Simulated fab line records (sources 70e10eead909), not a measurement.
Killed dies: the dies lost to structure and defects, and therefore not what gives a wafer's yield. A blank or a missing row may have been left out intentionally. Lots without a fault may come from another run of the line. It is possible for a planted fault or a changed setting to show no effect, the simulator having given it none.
What tool caused it? ; flow nand_harc ; 11 lots, 33 wafers sampled, at 5 steps of a route of 1159

== WHAT THE GAUGES SHOWED, per wafer ==
NHARC_END_SORT_01.
lot;measured;on;killed_at_array
L784;day 19 13:31;prober-01;21 26 18
L791;day 22 01:53;prober-01;676 675 677
L789;day 22 01:58;prober-02;672 675 673
L797;day 24 05:45;prober-02;40 40 50
L796;day 24 07:22;prober-01;16 14 13
L799;day 24 14:37;prober-01;33 32 29

== WHICH TOOL RAN EACH LOT (tool, then ch and the chambers of the sampled wafers, then the start) ==
lot;NHARC_A_CONTACT_ETCH_48;NHARC_A_CONTACT_ETCH_50;NHARC_A_CONTACT_ETCH_115;NHARC_A_CONTACT_ETCH_116
L784;rie_diel-13 ch 0,2, day 16 17:19;rie_diel-13 ch 1,2, day 16 18:59 or earlier;har_cap_etch-01 ch 0,1, day 16 18:59;har_cap_etch-01 ch 0,1, day 16 19:04
L783;rie_diel-01 ch 0,2,3, day 16 21:08;rie_diel-01 ch 0,2,3, day 16 22:58 or earlier;har_cap_etch-01 ch 0, day 16 22:58;har_cap_etch-01 ch 0, day 16 23:05
L791;rie_diel-13 ch 0,2,3, day 18 18:51;rie_diel-13 ch 0,1,2, day 18 20:30 or earlier;har_cap_etch-02 ch 0,1, day 18 20:30;har_cap_etch-02 ch 0,1, day 18 20:35
L789;rie_diel-06 ch 1,3, day 18 19:32;rie_diel-06 ch 0,1,3, day 18 21:22 or earlier;har_cap_etch-01 ch 0,1, day 18 21:22;har_cap_etch-01 ch 0,1, day 18 21:29
L797;rie_diel-01 ch 0,3, day 20 14:44;rie_diel-13 ch 0,1,3, day 20 15:40;har_cap_etch-02 ch 0,1, day 20 16:53;har_cap_etch-02 ch 0,1, day 20 16:58
L796;rie_diel-13 ch 0,1,3, day 20 20:05;rie_diel-13 ch 0,1,2, day 20 21:46 or earlier;har_cap_etch-01 ch 0,1, day 20 21:46;har_cap_etch-01 ch 0,1, day 20 21:51
L799;rie_diel-13 ch 0,2,3, day 21 03:55;rie_diel-13 ch 0,1,2, day 21 05:36 or earlier;har_cap_etch-01 ch 0,1, day 21 05:36;har_cap_etch-01 ch 0,1, day 21 05:41
L800;rie_diel-13 ch 0,2,3, day 21 18:02;rie_diel-13 ch 0,1,3, day 21 19:42 or earlier;har_cap_etch-03 ch 0,1, day 21 19:42;har_cap_etch-03 ch 0,1, day 21 19:47
L802;rie_diel-13 ch 1,2,3, day 22 03:22;rie_diel-13 ch 1,2, day 22 05:02 or earlier;har_cap_etch-01 ch 0,1, day 22 05:02;har_cap_etch-01 ch 0,1, day 22 05:07
L803;rie_diel-01 ch 0,2,3, day 22 03:50;rie_diel-01 ch 0,2,3, day 22 05:37 or earlier;har_cap_etch-02 ch 0,1, day 22 05:37;har_cap_etch-02 ch 0,1, day 22 05:43
L804;rie_diel-13 ch 1,2,3, day 22 16:40;rie_diel-13 ch 0,1,2, day 22 18:18 or earlier;har_cap_etch-02 ch 0,1, day 22 18:18;har_cap_etch-02 ch 0,1, day 22 18:23
- NHARC_A_CONTACT_ETCH_48: etches the open film in CF4, target depth 39 nm, time 65 s.
- NHARC_A_CONTACT_ETCH_50: etches the open film in CF4/CHF3, target depth 84.7 nm, time 42.4 s.
- NHARC_A_CONTACT_ETCH_115: etches the open film in C4F8/O2/Ar, time 94 s, target depth 922 nm.
- NHARC_A_CONTACT_ETCH_116: etches the open film in C4F8/O2/Ar, time 94 s, target depth 922 nm.

== THE ANSWER, worked out from the rows above alone ==
Rule: usual is defined by the lots themselves. Put in order of their means at a reading, lots are off if they are a third of the lots or fewer, leave a main group of 4 or more, and stand apart from it by a gap of 3 or more times the standard deviation of the main group's means; of several such gaps the widest counts. The tables above print the reading to a certain number of digits; a main group whose means all agree to those digits is not used. Also off: a lot with no number at a reading for which 4 or more lots have one. All remaining lots with rows at the step are treated as sound.
Off at NHARC_END_SORT_01 (killed_at_array): L791, L789. For the main group the mean is 28 and the standard deviation 11. Neither off nor sound, because the step has no rows for them: L783, L800, L802, L803, L804.
If a tool, at a process step before that reading, ran all the lots that are off and no sound lot after the first of them, it fits. Those tools and the gauges at NHARC_END_SORT_01 are tried in the same way. With no start given for some of its lots, NHARC_A_CONTACT_ETCH_50 uses the hours and lot order of NHARC_A_CONTACT_ETCH_115. Of those tried, none fits.

== WHAT THE SIMULATOR HAD PUT IN ==
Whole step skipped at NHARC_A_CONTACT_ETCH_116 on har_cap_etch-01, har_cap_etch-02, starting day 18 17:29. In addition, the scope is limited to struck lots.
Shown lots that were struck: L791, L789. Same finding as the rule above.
